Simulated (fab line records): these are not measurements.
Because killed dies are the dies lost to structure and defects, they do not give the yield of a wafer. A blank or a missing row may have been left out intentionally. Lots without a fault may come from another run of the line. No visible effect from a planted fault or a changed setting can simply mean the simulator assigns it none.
Which of the tools did it? :: flow n5 finfet :: 27 wafers from 9 lots sampled at 6 of the route's 1938 steps

== WHAT THE GAUGES SHOWED, per wafer ==
N5_BEOL_M1_CD_MEAS_28: target cd y 23.3 nm.
lot: L459
measured: day 6 18:14
on: cd sem-01
cd nm (nm): 24.28 24.04 24.06

lot: L461
measured: day 6 23:46
on: cd sem-01
cd nm (nm): 23.71 23.84 24.01

lot: L464
measured: day 7 23:33
on: cd sem-01
cd nm (nm): 24.08 23.75 23.92

lot: L463
measured: day 7 23:50
on: cd sem-03
cd nm (nm): 23.96 23.99 24.10

lot: L468
measured: day 9 08:36
on: cd sem-02
cd nm (nm): 24.08 24.10 24.18

lot: L476
measured: day 11 02:34
on: cd sem-02
cd nm (nm): 22.56 22.95 22.93

lot: L477
measured: day 11 05:36
on: cd sem-01
cd nm (nm): 22.97 22.96 22.78

lot: L479
measured: day 11 16:53
on: cd sem-02
cd nm (nm): 23.62 23.65 24.02

lot: L480
measured: day 12 16:46
on: cd sem-03
cd nm (nm): 23.80 24.04 24.21

N5_BEOL_M1_INSPECT_30: inspects for defects (brightfield).
lot: L459
measured: day 6 18:20
on: defect inspect-02
raw defect count: 347 320 337

lot: L461
measured: day 6 23:52
on: defect inspect-02
raw defect count: 310 548 385

lot: L464
measured: day 7 23:38
on: defect inspect-02
raw defect count: 355 415 351

lot: L463
measured: day 7 23:55
on: defect inspect-02
raw defect count: 377 376 509

lot: L468
measured: day 9 08:41
on: defect inspect-02
raw defect count: 490 428 363

lot: L476
measured: day 11 02:39
on: defect inspect-01
raw defect count: 326 364 279

lot: L477
measured: day 11 05:41
on: defect inspect-02
raw defect count: 391 550 399

lot: L479
measured: day 11 16:59
on: defect inspect-01
raw defect count: 366 306 428

lot: L480
measured: day 12 16:52
on: defect inspect-02
raw defect count: 281 350 247

N5_BEOL_M4_RC_MEAS_101.
lot: L459
measured: day 9 04:16
on: prober-02
DIBL_N (mV/V): 38.0 35.2 36.1
DIBL_P (mV/V): 36.6 33.2 34.4
IOFF_N (nA/um): 0.222 0.158 0.171
IOFF_P (nA/um): 0.228 0.176 0.189
ION_N (uA/um): 689 684 677
ION_P (uA/um): 460 460 462
SS_N (mV/dec): 72.8 71.6 71.7
SS_P (mV/dec): 73.8 72.5 73.7
VT_N (mV): 244.6 246.5 247.0
VT_P (mV): -247 -251 -251

lot: L461
measured: day 10 13:31
on: prober-02
DIBL_N (mV/V): 36.5 36.4 37.8
DIBL_P (mV/V): 39.0 39.1 39.4
IOFF_N (nA/um): 0.202 0.185 0.219
IOFF_P (nA/um): 0.228 0.222 0.236
ION_N (uA/um): 691 682 681
ION_P (uA/um): 468 463 461
SS_N (mV/dec): 72.6 72.5 72.2
SS_P (mV/dec): 74.4 73.7 74.2
VT_N (mV): 246.6 250.5 246.0
VT_P (mV): -251 -251 -254

lot: L464
measured: day 10 13:47
on: prober-01
DIBL_N (mV/V): 35.9 34.6 35.4
DIBL_P (mV/V): 35.2 34.0 35.5
IOFF_N (nA/um): 0.157 0.146 0.165
IOFF_P (nA/um): 0.194 0.183 0.200
ION_N (uA/um): 667 668 667
ION_P (uA/um): 455 458 457
SS_N (mV/dec): 71.5 71.5 72.4
SS_P (mV/dec): 74.3 73.1 73.9
VT_N (mV): 252.4 249.2 248.4
VT_P (mV): -250 -252 -252

lot: L463
measured: day 10 17:35
on: prober-01
DIBL_N (mV/V): 37.4 38.6 37.8
DIBL_P (mV/V): 38.7 38.5 38.2
IOFF_N (nA/um): 0.190 0.212 0.190
IOFF_P (nA/um): 0.251 0.245 0.239
ION_N (uA/um): 677 680 691
ION_P (uA/um): 464 461 466
SS_N (mV/dec): 71.4 72.2 71.9
SS_P (mV/dec): 73.9 74.0 74.2
VT_N (mV): 244.4 247.3 246.7
VT_P (mV): -251 -246 -249

lot: L468
measured: day 12 00:11
on: prober-01
DIBL_N (mV/V): 36.8 38.2 36.5
DIBL_P (mV/V): 36.2 37.8 35.4
IOFF_N (nA/um): 0.164 0.193 0.152
IOFF_P (nA/um): 0.212 0.240 0.204
ION_N (uA/um): 688 694 671
ION_P (uA/um): 469 473 458
SS_N (mV/dec): 71.3 71.7 71.6
SS_P (mV/dec): 73.0 74.0 73.1
VT_N (mV): 247.4 246.7 248.8
VT_P (mV): -251 -249 -250

lot: L476
measured: day 13 18:54
on: prober-02
DIBL_N (mV/V): 36.7 35.1 36.9
DIBL_P (mV/V): 35.8 34.5 36.0
IOFF_N (nA/um): 0.169 0.149 0.172
IOFF_P (nA/um): 0.236 0.217 0.234
ION_N (uA/um): 681 677 684
ION_P (uA/um): 468 469 468
SS_N (mV/dec): 71.6 71.0 72.2
SS_P (mV/dec): 72.7 73.1 72.9
VT_N (mV): 248.6 249.2 246.8
VT_P (mV): -248 -249 -248

lot: L477
measured: day 14 04:37
on: prober-02
DIBL_N (mV/V): 36.3 35.4 35.3
DIBL_P (mV/V): 37.4 36.6 36.5
IOFF_N (nA/um): 0.169 0.160 0.150
IOFF_P (nA/um): 0.221 0.210 0.212
ION_N (uA/um): 673 678 672
ION_P (uA/um): 466 466 466
SS_N (mV/dec): 71.8 72.1 72.1
SS_P (mV/dec): 73.9 73.6 73.2
VT_N (mV): 249.2 249.0 253.6
VT_P (mV): -247 -251 -251

lot: L479
measured: day 15 09:16
on: prober-02
DIBL_N (mV/V): 36.8 36.5 36.8
DIBL_P (mV/V): 37.4 37.5 36.6
IOFF_N (nA/um): 0.157 0.155 0.149
IOFF_P (nA/um): 0.196 0.204 0.186
ION_N (uA/um): 682 679 683
ION_P (uA/um): 465 466 461
SS_N (mV/dec): 71.2 71.1 71.4
SS_P (mV/dec): 73.6 73.1 73.7
VT_N (mV): 246.8 249.0 248.1
VT_P (mV): -251 -252 -251

lot: L480
measured: day 15 13:02
on: prober-02
DIBL_N (mV/V): 35.9 36.3 37.0
DIBL_P (mV/V): 36.9 37.3 38.6
IOFF_N (nA/um): 0.140 0.143 0.157
IOFF_P (nA/um): 0.171 0.179 0.190
ION_N (uA/um): 673 675 675
ION_P (uA/um): 455 460 461
SS_N (mV/dec): 70.7 71.4 71.6
SS_P (mV/dec): 72.8 72.9 72.7
VT_N (mV): 255.4 252.2 250.8
VT_P (mV): -252 -253 -252

== WHICH TOOL RAN EACH LOT (tool, then ch and the chambers of the sampled wafers, then the start) ==
lot: L459
N5_BEOL_M1_DESCUM_16: rie diel-02 ch 1,2, day 6 17:22
N5_BEOL_M1_ETCH_64: rie diel-02 ch 1,2, day 6 17:27
N5_BEOL_M1_EXPOSE_25: euv scanner-01 ch 0, day 6 18:06

lot: L461
N5_BEOL_M1_DESCUM_16: rie diel-05 ch 1,3, day 6 23:01
N5_BEOL_M1_ETCH_64: rie diel-05 ch 1,3, day 6 23:06
N5_BEOL_M1_EXPOSE_25: euv scanner-01 ch 0, day 6 23:37

lot: L464
N5_BEOL_M1_DESCUM_16: rie diel-02 ch 0,1,2, day 7 22:37
N5_BEOL_M1_ETCH_64: rie diel-02 ch 0,1,2, day 7 22:41
N5_BEOL_M1_EXPOSE_25: euv scanner-02 ch 0, day 7 23:24

lot: L463
N5_BEOL_M1_DESCUM_16: rie diel-05 ch 0,1,3, day 7 22:55
N5_BEOL_M1_ETCH_64: rie diel-05 ch 0,1,3, day 7 22:59
N5_BEOL_M1_EXPOSE_25: euv scanner-01 ch 0, day 7 23:41

lot: L468
N5_BEOL_M1_DESCUM_16: rie diel-06 ch 1,3, day 9 07:51
N5_BEOL_M1_ETCH_64: rie diel-06 ch 1,3, day 9 07:56
N5_BEOL_M1_EXPOSE_25: euv scanner-02 ch 0, day 9 08:28

lot: L476
N5_BEOL_M1_DESCUM_16: rie diel-06 ch 0,3, day 11 01:47
N5_BEOL_M1_ETCH_64: rie diel-06 ch 0,3, day 11 01:52
N5_BEOL_M1_EXPOSE_25: euv scanner-02 ch 0, day 11 02:26

lot: L477
N5_BEOL_M1_DESCUM_16: rie diel-02 ch 0,2,3, day 11 04:51
N5_BEOL_M1_ETCH_64: rie diel-02 ch 0,2,3, day 11 04:56
N5_BEOL_M1_EXPOSE_25: euv scanner-02 ch 0, day 11 05:28

lot: L479
N5_BEOL_M1_DESCUM_16: rie diel-06 ch 0,1,3, day 11 16:01
N5_BEOL_M1_ETCH_64: rie diel-06 ch 0,1,3, day 11 16:05
N5_BEOL_M1_EXPOSE_25: euv scanner-01 ch 0, day 11 16:45

lot: L480
N5_BEOL_M1_DESCUM_16: rie diel-06 ch 1,3, day 12 16:01
N5_BEOL_M1_ETCH_64: rie diel-06 ch 1,3, day 12 16:06
N5_BEOL_M1_EXPOSE_25: euv scanner-01 ch 0, day 12 16:37
- N5_BEOL_M1_DESCUM_16: chemistry O2, time 7 s.
- N5_BEOL_M1_ETCH_64: etches SOC in N2/H2, target depth 75 nm, overetch 15 nm, time 112.5 s.
- N5_BEOL_M1_EXPOSE_25: exposes mask V0, defocus 5 nm, target cd 24 nm.

== WHAT THE TOOLS THEMSELVES READ (means of the sampled wafers that have a number; where no wafer has one, the mark that the record gives instead) ==
N5_BEOL_M1_DESCUM_16.
lot: L459
tool: rie diel-02
drypump motor current A (A): 6.3
oes product au (a.u.): 0.90
rf fwd power W (W): 49.41
rf vpp V (V): 245.1
showerhead plenum p Torr (Torr): 2.21
temp c (C): 40.05
throttle valve pct (%): 20.39

lot: L461
tool: rie diel-05
drypump motor current A (A): 5.9
oes product au (a.u.): 0.76
rf fwd power W (W): 49.46
rf vpp V (V): 243.0
showerhead plenum p Torr (Torr): 2.13
temp c (C): 40.06
throttle valve pct (%): 20.15

lot: L464
tool: rie diel-02
drypump motor current A (A): 6.1
oes product au (a.u.): 0.85
rf fwd power W (W): 49.43
rf vpp V (V): 244.5
showerhead plenum p Torr (Torr): 2.16
temp c (C): 40.04
throttle valve pct (%): 20.31

lot: L463
tool: rie diel-05
drypump motor current A (A): 5.6
oes product au (a.u.): 0.76
rf fwd power W (W): 49.34
rf vpp V (V): 244.8
showerhead plenum p Torr (Torr): 2.16
temp c (C): 40.02
throttle valve pct (%): 20.19

lot: L468
tool: rie diel-06
drypump motor current A (A): 5.4
oes product au (a.u.): 0.81
rf fwd power W (W): 49.57
rf vpp V (V): 242.8
showerhead plenum p Torr (Torr): 2.03
temp c (C): 40.03
throttle valve pct (%): 20.47

lot: L476
tool: rie diel-06
drypump motor current A (A): 6.1
oes product au (a.u.): 0.72
rf fwd power W (W): 49.50
rf vpp V (V): 243.0
showerhead plenum p Torr (Torr): 2.05
temp c (C): 39.97
throttle valve pct (%): 20.38

lot: L477
tool: rie diel-02
drypump motor current A (A): 5.5
oes product au (a.u.): 0.80
rf fwd power W (W): 49.51
rf vpp V (V): 242.2
showerhead plenum p Torr (Torr): 2.09
temp c (C): 39.97
throttle valve pct (%): 20.23

lot: L479
tool: rie diel-06
drypump motor current A (A): 5.7
oes product au (a.u.): 0.75
rf fwd power W (W): 49.46
rf vpp V (V): 242.2
showerhead plenum p Torr (Torr): 2.04
temp c (C): 40.04
throttle valve pct (%): 20.46

lot: L480
tool: rie diel-06
drypump motor current A (A): 5.6
oes product au (a.u.): 0.77
rf fwd power W (W): 49.39
rf vpp V (V): 241.9
showerhead plenum p Torr (Torr): 2.02
temp c (C): 40.05
throttle valve pct (%): 20.60

N5_BEOL_M1_ETCH_64.
lot: L459
tool: rie diel-02
drypump motor current A (A): 6.3
oes product au (a.u.): 0.70
rf fwd power W (W): 837.1
rf vpp V (V): 527.8
showerhead plenum p Torr (Torr): 2.67
temp c (C): 39.89
throttle valve pct (%): 17.73

lot: L461
tool: rie diel-05
drypump motor current A (A): 5.9
oes product au (a.u.): 0.60
rf fwd power W (W): 837.0
rf vpp V (V): 525.4
showerhead plenum p Torr (Torr): 2.57
temp c (C): 40.05
throttle valve pct (%): 17.43

lot: L464
tool: rie diel-02
drypump motor current A (A): 6.1
oes product au (a.u.): 0.67
rf fwd power W (W): 837.2
rf vpp V (V): 525.1
showerhead plenum p Torr (Torr): 2.62
temp c (C): 40.00
throttle valve pct (%): 17.62

lot: L463
tool: rie diel-05
drypump motor current A (A): 5.6
oes product au (a.u.): 0.60
rf fwd power W (W): 834.8
rf vpp V (V): 524.9
showerhead plenum p Torr (Torr): 2.62
temp c (C): 39.97
throttle valve pct (%): 17.50

lot: L468
tool: rie diel-06
drypump motor current A (A): 5.4
oes product au (a.u.): 0.64
rf fwd power W (W): 838.7
rf vpp V (V): 520.9
showerhead plenum p Torr (Torr): 2.46
temp c (C): 40.02
throttle valve pct (%): 17.79

lot: L476
tool: rie diel-06
drypump motor current A (A): 6.1
oes product au (a.u.): 0.58
rf fwd power W (W): 835.5
rf vpp V (V): 522.2
showerhead plenum p Torr (Torr): 2.49
temp c (C): 39.99
throttle valve pct (%): 17.86

lot: L477
tool: rie diel-02
drypump motor current A (A): 5.5
oes product au (a.u.): 0.63
rf fwd power W (W): 837.4
rf vpp V (V): 523.6
showerhead plenum p Torr (Torr): 2.53
temp c (C): 39.98
throttle valve pct (%): 17.58

lot: L479
tool: rie diel-06
drypump motor current A (A): 5.7
oes product au (a.u.): 0.60
rf fwd power W (W): 835.8
rf vpp V (V): 521.8
showerhead plenum p Torr (Torr): 2.47
temp c (C): 40.04
throttle valve pct (%): 17.85

lot: L480
tool: rie diel-06
drypump motor current A (A): 5.6
oes product au (a.u.): 0.61
rf fwd power W (W): 839.2
rf vpp V (V): 521.6
showerhead plenum p Torr (Torr): 2.44
temp c (C): 40.05
throttle valve pct (%): 17.91

N5_BEOL_M1_EXPOSE_25.
lot: L459
tool: euv scanner-01
exposure dose mJ cm2: 63.07

lot: L461
tool: euv scanner-01
exposure dose mJ cm2: 63.02

lot: L464
tool: euv scanner-02
exposure dose mJ cm2: 63.06

lot: L463
tool: euv scanner-01
exposure dose mJ cm2: 63.08

lot: L468
tool: euv scanner-02
exposure dose mJ cm2: 62.96

lot: L476
tool: euv scanner-02
exposure dose mJ cm2: 59.11

lot: L477
tool: euv scanner-02
exposure dose mJ cm2: 59.03

lot: L479
tool: euv scanner-01
exposure dose mJ cm2: 63.03

lot: L480
tool: euv scanner-01
exposure dose mJ cm2: 63.06

== THE ANSWER, worked out from the rows above alone ==
Rule: usual is defined by the lots themselves. The widest of any qualifying gaps counts: lots, ordered by their means at a reading, are off when they make up no more than a third of the lots, leave a main group of 4 or more, and stand apart from it by 3 or more times the standard deviation of that group's means. A main group whose means are all the same, to the digits that the tables above print for the reading, isn't used. A lot without any number at a reading at which 4 lots or more have one is off too. All remaining lots with rows at the step are treated as sound. First the gauges in route order, then the tools' own readings, where a lot's mean is used as printed above. The first step at which some lot is off is used, and at that step the reading that is off furthest; a lot without a number counts as furthest.
Off: L476, L477, at N5_BEOL_M1_CD_MEAS_28 (cd nm). Main group: mean 23.97 nm, sd 0.13.
A tool fits if, at a process step before that reading, it ran every lot that is off, and no sound lot after the first of them. The gauges at N5_BEOL_M1_CD_MEAS_28 aren't tried: what is off there is off at N5_BEOL_M1_DESCUM_16 too, on other tools, and a gauge's error can't cause that. One fits: N5_BEOL_M1_EXPOSE_25 on euv scanner-02. Its last sound lot is L468 (day 9 08:28), its first lot that is off L476 (day 11 02:26): a fault that began between those two fits.
On the lots that are off, the tool's own readings at N5_BEOL_M1_EXPOSE_25 differ by more than 5 times the standard deviation of the sound lots' means, which bears it out; exposure dose mJ cm2 reads 59.07 there versus 63.04 on the sound lots.

== WHAT THE SIMULATOR PUT IN ==
Process parameters drifting: euv scanner-02 at N5_BEOL_M1_EXPOSE_25, beginning at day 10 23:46. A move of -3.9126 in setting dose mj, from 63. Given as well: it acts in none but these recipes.
Shown lots that were struck: L476, L477. The rule given above showed the same thing.
